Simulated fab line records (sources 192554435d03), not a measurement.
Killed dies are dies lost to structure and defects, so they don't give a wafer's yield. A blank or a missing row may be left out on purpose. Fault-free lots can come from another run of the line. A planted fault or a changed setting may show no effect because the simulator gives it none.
The tool behind it: which one?    flow n5_finfet    Sampling: 11 lots, 28 wafers, 5 of 1938 route steps

== WHAT THE GAUGES SHOWED, per wafer ==
N5_HKMG_FIN_OVL_MEAS_13. Usual: NWFM_OVL typically reads -0.2 nm, with standard deviation 0.7.
lot   measured     on          NWFM_OVL (nm)   flag
L164  day 4 03:22  overlay-01  -0.3 -0.6       
L165  day 4 13:40  overlay-02  1.1 -0.3 0.7    
L170  day 5 15:23  overlay-01  -0.8 -0.2 1.8   
L173  day 6 09:01  overlay-01  -0.2 -0.1       
L178  day 7 16:19  overlay-01  -0.5 -0.4 -0.2  
L179  day 7 23:54  overlay-01  -0.3 0.5 0.2    
L180  day 8 02:37  overlay-01  -0.4 0.4 0.9    
L184  day 9 01:18  overlay-01  -0.1 0.3        
L185  day 9 07:55  overlay-02  -0.9 -0.1       
L186  day 9 19:29  overlay-02  0.4 1.5 0.9     
L187  day 9 23:14  overlay-01  0.0 0.9         

N5_BEOL_M4_RC_MEAS_101. Usual: DIBL_N 36.1 mV/V, standard deviation 2; DIBL_P 36.3 mV/V, standard deviation 2.5; EOT_N 10.49, standard deviation 0.089; EOT_P 10.44, standard deviation 0.095; IGATE_N 0.0133 nA/um, standard deviation 0.0017; IGATE_P 0.0039 nA/um, standard deviation 0.0005; IOFF_N 0.16 nA/um, standard deviation 0.037; IOFF_P 0.21 nA/um, standard deviation 0.039; IOFF_P_85C 3.7 nA/um, standard deviation 0.55; IOFF_P_LIN 0.102 nA/um, standard deviation 0.014; ION_N 678 uA/um, standard deviation 15; ION_P 465 uA/um, standard deviation 8.7; SS_N 71.4 mV/dec, standard deviation 0.7; SS_P 73.3 mV/dec, standard deviation 0.74; VT_N 249 mV, standard deviation 3.6; VT_P -250.0 mV, standard deviation 2.9.
lot   measured      on         DIBL_N (mV/V)   DIBL_P (mV/V)   EOT_N              EOT_P              IGATE_N (nA/um)       IGATE_P (nA/um)       IOFF_N (nA/um)  IOFF_P (nA/um)  IOFF_P_85C (nA/um)  IOFF_P_LIN (nA/um)  ION_N (uA/um)  ION_P (uA/um)  SS_N (mV/dec)   SS_P (mV/dec)   VT_N (mV)    VT_P (mV)             flag
L164  day 7 18:09   prober-01  35.5 33.2       36.4 33.5       10.32 10.47        10.34 10.50        0.0155 0.0126         0.0046 0.0037         0.16 0.11       0.26 0.20       4.2 3.5             0.122 0.103         669 649        475 462        72.2 71.1       73.6 72.7       251 257      -243.3 -247.6         
L165  day 8 10:25   prober-02  38.3 35.3 35.2  39.1 35.5 36.0  10.62 10.57 10.46  10.55 10.47 10.32  0.0123 0.0129 0.0152  0.0036 0.0037 0.0044  0.24 0.16 0.16  0.29 0.22 0.23  4.7 3.7 3.9         0.131 0.106 0.110   711 670 671    482 465 465    71.9 71.7 71.8  73.6 71.8 72.8  241 249 245  -245.8 -248.4 -249.0  
L170  day 9 06:28   prober-01  34.8 34.5 38.4  35.2 35.1 40.7  10.59 10.56 10.42  10.51 10.37 10.42  0.0107 0.0132 0.0130  0.0033 0.0041 0.0039  0.14 0.13 0.21  0.18 0.17 0.27  3.2 3.2 4.5         0.089 0.086 0.116   687 670 687    470 459 472    71.5 71.3 72.4  72.7 73.1 74.3  251 251 244  -250.1 -251.9 -245.6  
L173  day 10 18:18  prober-01  33.9 37.4       33.0 38.3       10.57 10.54        10.43 10.54        0.0130 0.0103         0.0039 0.0030         0.12 0.17       0.17 0.26       3.1 4.3             0.088 0.117         663 678        464 469        71.1 71.9       72.9 74.4       255 249      -251.0 -245.3         
L178  day 12 04:50  prober-01  41.6 36.6 40.7  41.0 37.3 41.7  11.79 11.98 11.99  11.79 11.99 12.02  0.0027 0.0019 0.0021  0.0008 0.0006 0.0006  0.27 0.17 0.27  0.34 0.27 0.37  5.4 4.6 5.9         0.152 0.137 0.169   651 652 684    452 455 470    72.6 71.0 72.1  74.8 73.7 75.0  246 248 242  -241.6 -243.1 -241.4  OFF
L179  day 12 21:02  prober-02  41.8 40.3 41.6  42.3 41.1 43.1  11.81 11.85 11.83  11.90 12.02 11.90  0.0027 0.0025 0.0027  0.0008 0.0008 0.0008  0.30 0.27 0.30  0.37 0.34 0.40  6.0 5.6 6.3         0.169 0.161 0.176   673 673 679    457 463 463    72.6 72.3 72.5  74.8 73.5 75.0  242 242 238  -240.6 -241.4 -240.4  OFF
L180  day 12 19:57  prober-02  35.5 38.1 36.0  35.8 39.8 37.6  11.83 11.88 11.87  11.87 11.92 11.95  0.0026 0.0025 0.0028  0.0008 0.0007 0.0009  0.15 0.20 0.18  0.20 0.27 0.24  3.5 4.6 4.1         0.106 0.131 0.122   643 653 658    443 453 456    71.4 72.1 70.9  72.4 74.2 72.4  248 247 244  -249.5 -246.8 -247.4  OFF
L184  day 14 06:56  prober-02  35.6 33.9       35.0 33.2       10.52 10.51        10.37 10.34        0.0123 0.0155         0.0037 0.0046         0.15 0.13       0.20 0.20       3.6 3.4             0.097 0.094         675 679        466 471        71.8 70.7       73.3 73.0       250 252      -247.7 -248.3         
L185  day 13 18:13  prober-02  38.5 35.2       39.9 34.9       10.56 10.46        10.46 10.51        0.0115 0.0131         0.0034 0.0038         0.21 0.15       0.22 0.16       3.8 2.9             0.099 0.081         685 671        455 451        72.0 70.6       74.3 72.9       248 252      -252.6 -256.1         
L186  day 14 13:26  prober-01  39.8 36.3 37.8  41.0 37.9 38.1  10.34 10.48 10.47  10.33 10.25 10.61  0.0166 0.0140 0.0116  0.0050 0.0042 0.0035  0.25 0.17 0.21  0.31 0.25 0.24  5.0 4.2 4.1         0.136 0.117 0.115   702 687 689    476 474 460    72.3 71.1 72.4  74.4 74.2 74.1  242 246 244  -245.9 -244.9 -248.1  
L187  day 14 01:16  prober-02  34.2 36.9       34.1 37.5       10.52 10.57        10.43 10.53        0.0142 0.0103         0.0042 0.0031         0.13 0.16       0.18 0.23       3.1 3.9             0.088 0.107         676 672        466 468        70.1 71.6       73.3 74.1       251 251      -251.3 -249.1         

== WHAT TOOL EACH LOT RAN ON (gives the tool, then ch and the chambers of the sampled wafers, and finally the start) ==
lot   N5_SDB_DESCUM_16                   N5_HKMG_FIN_ETCH_58                N5_HKMG_FIN_CVD_62
L164  rie_diel-06 ch 1,2, day 3 18:29    rie_diel-06 ch 1, day 4 00:28      thermal_cvd_si-01 ch 0,2, day 4 01:57
L165  rie_diel-05 ch 0,2,3, day 4 01:43  rie_diel-06 ch 1,3, day 4 10:37    thermal_cvd_si-02 ch 0,1,2, day 4 12:02
L170  rie_diel-04 ch 1,2,3, day 5 06:32  rie_diel-05 ch 0,1,3, day 5 12:22  thermal_cvd_si-01 ch 0,2, day 5 13:48
L173  rie_diel-04 ch 0,1, day 5 23:35    rie_diel-06 ch 1,2, day 6 05:59    thermal_cvd_si-02 ch 0,2, day 6 07:18
L178  rie_diel-04 ch 0,1,2, day 7 07:03  rie_diel-05 ch 0,2,3, day 7 13:12  thermal_cvd_si-01 ch 0,1,2, day 7 14:43
L179  rie_diel-06 ch 0,3, day 7 14:06    rie_diel-05 ch 0,2,3, day 7 20:51  thermal_cvd_si-02 ch 0,1,2, day 7 22:16
L180  rie_diel-04 ch 1,2,3, day 7 16:32  rie_diel-04 ch 0,1,3, day 7 23:25  thermal_cvd_si-01 ch 0,1, day 8 00:53
L184  rie_diel-06 ch 2,3, day 8 16:18    rie_diel-04 ch 0,3, day 8 22:25    thermal_cvd_si-01 ch 1,2, day 8 23:50
L185  rie_diel-04 ch 0,1, day 8 21:15    rie_diel-04 ch 1,2, day 9 04:48    thermal_cvd_si-02 ch 2, day 9 06:17
L186  rie_diel-06 ch 0,1,2, day 9 10:38  rie_diel-04 ch 1,2,3, day 9 16:38  thermal_cvd_si-01 ch 0,1,2, day 9 17:55
L187  rie_diel-06 ch 1,2, day 9 13:40    rie_diel-05 ch 2,3, day 9 20:13    thermal_cvd_si-02 ch 1,2, day 9 21:38
- N5_SDB_DESCUM_16: chemistry O2, time 7.9 s.
- N5_HKMG_FIN_ETCH_58: etches SOC in N2/H2, target depth 215.8 nm, time 741 s.
- N5_HKMG_FIN_CVD_62: deposits a-Si from Si2H6, target thk 3 nm, time 20.8 s.

== AS READ BY THE TOOLS THEMSELVES (means over the sampled wafers that have a number; for cases with no such wafer, the mark the record gives instead) ==
N5_SDB_DESCUM_16. Usual: drypump_motor_current_A 5.7 A, standard deviation 0.43; oes_product_au 0.76 a.u., standard deviation 0.099; rf_fwd_power_W 49.39 W, standard deviation 0.26; rf_vpp_V 243.7 V, standard deviation 1.4; showerhead_plenum_p_Torr 2.13 Torr, standard deviation 0.065; temp_c 40.01 C, standard deviation 0.11; throttle_valve_pct 20.47 %, standard deviation 0.23.
lot   tool         drypump_motor_current_A (A)  oes_product_au (a.u.)  rf_fwd_power_W (W)  rf_vpp_V (V)  showerhead_plenum_p_Torr (Torr)  temp_c (C)  throttle_valve_pct (%)  flag
L164  rie_diel-06  6.5                          0.70                   49.36               243.5         2.17                             40.11       20.45                   
L165  rie_diel-05  5.7                          0.73                   49.53               243.6         2.11                             40.07       20.46                   
L170  rie_diel-04  5.5                          0.77                   49.61               243.8         2.15                             40.00       20.54                   
L173  rie_diel-04  5.3                          0.71                   49.12               242.9         2.17                             40.11       20.69                   
L178  rie_diel-04  5.5                          0.74                   49.46               243.6         2.18                             40.01       20.64                   
L179  rie_diel-06  5.5                          0.76                   49.27               242.7         2.03                             40.06       20.31                   
L180  rie_diel-04  5.5                          0.76                   49.55               243.6         2.14                             39.95       20.57                   
L184  rie_diel-06  6.1                          0.91                   49.31               243.7         2.14                             40.01       20.16                   
L185  rie_diel-04  5.3                          0.69                   49.33               244.7         2.16                             39.98       20.73                   
L186  rie_diel-06  6.1                          0.85                   49.18               242.8         2.09                             39.90       20.29                   
L187  rie_diel-06  6.5                          0.94                   49.48               242.6         2.15                             40.02       20.18                   

N5_HKMG_FIN_ETCH_58. Usual: drypump_motor_current_A 5.8 A, standard deviation 0.43; oes_product_au 0.75 a.u., standard deviation 0.084; rf_fwd_power_W 874.1 W, standard deviation 2.6; rf_vpp_V 99.3 V, standard deviation 0.91; showerhead_plenum_p_Torr 2.58 Torr, standard deviation 0.076; throttle_valve_pct 17.81 %, standard deviation 0.23.
lot   tool         drypump_motor_current_A (A)  oes_product_au (a.u.)  rf_fwd_power_W (W)  rf_vpp_V (V)  showerhead_plenum_p_Torr (Torr)  throttle_valve_pct (%)  flag
L164  rie_diel-06  6.5                          0.73                   875.1               98.8          2.61                             17.63                   
L165  rie_diel-06  6.0                          0.70                   872.4               98.5          2.62                             17.75                   
L170  rie_diel-05  5.8                          0.77                   875.4               99.3          2.55                             17.86                   
L173  rie_diel-06  6.5                          0.70                   873.8               98.8          2.59                             17.70                   
L178  rie_diel-05  5.7                          0.80                   873.7               99.9          2.58                             17.97                   
L179  rie_diel-05  5.7                          0.80                   874.3               99.2          2.57                             17.98                   
L180  rie_diel-04  5.3                          0.71                   873.1               98.8          2.58                             18.06                   
L184  rie_diel-04  5.3                          0.70                   869.8               99.2          2.54                             18.02                   
L185  rie_diel-04  5.6                          0.76                   872.5               99.7          2.64                             17.95                   
L186  rie_diel-04  5.5                          0.74                   875.5               98.7          2.59                             17.96                   
L187  rie_diel-05  5.9                          0.72                   873.7               98.9          2.60                             18.09                   

N5_HKMG_FIN_CVD_62. Usual: chamber_pressure_Torr 0.9999 Torr, standard deviation 0.002; heater_power_outer_w 915 W, standard deviation 100; heater_power_w 1386 W, standard deviation 150.
lot   tool               chamber_pressure_Torr (Torr)  heater_power_outer_w (W)  heater_power_w (W)  flag
L164  thermal_cvd_si-01  0.9978                        916                       1389                
L165  thermal_cvd_si-02  1.0007                        933                       1377                
L170  thermal_cvd_si-01  0.9995                        959                       1473                
L173  thermal_cvd_si-02  1.0002                        950                       1450                
L178  thermal_cvd_si-01  -                             -                         -                   OFF
L179  thermal_cvd_si-02  -                             -                         -                   OFF
L180  thermal_cvd_si-01  -                             -                         -                   OFF
L184  thermal_cvd_si-01  1.0010                        838                       1238                
L185  thermal_cvd_si-02  0.9970                        834                       1323                
L186  thermal_cvd_si-01  0.9999                        898                       1377                
L187  thermal_cvd_si-02  0.9977                        839                       1338                

== THE ANSWER, worked out from the rows above alone ==
Rule: a lot counts as off when the mean over its wafers that have a number is more than 3 standard deviations away from the usual mean. Also off: a lot with no number at a reading for which 4 or more lots have one. All remaining lots with rows at the step are treated as sound. After the gauges, taken in route order, come the tools' own readings; for these a lot's mean is taken, as printed above. The first step at which some lot is off is used, and at that step the reading that is off furthest; a lot without a number counts as furthest.
Off: L178, L179, L180, at N5_BEOL_M4_RC_MEAS_101 (EOT_N).
If a tool, at a process step before that reading, ran all the lots that are off and no sound lot after the first of them, it fits. Not tried: the gauges at N5_BEOL_M4_RC_MEAS_101; whatever is off there is also off at N5_HKMG_FIN_CVD_62, on other tools, and gauge error can't account for it. No candidate that was tried fits.

== WHAT THE SIMULATOR PUT IN ==
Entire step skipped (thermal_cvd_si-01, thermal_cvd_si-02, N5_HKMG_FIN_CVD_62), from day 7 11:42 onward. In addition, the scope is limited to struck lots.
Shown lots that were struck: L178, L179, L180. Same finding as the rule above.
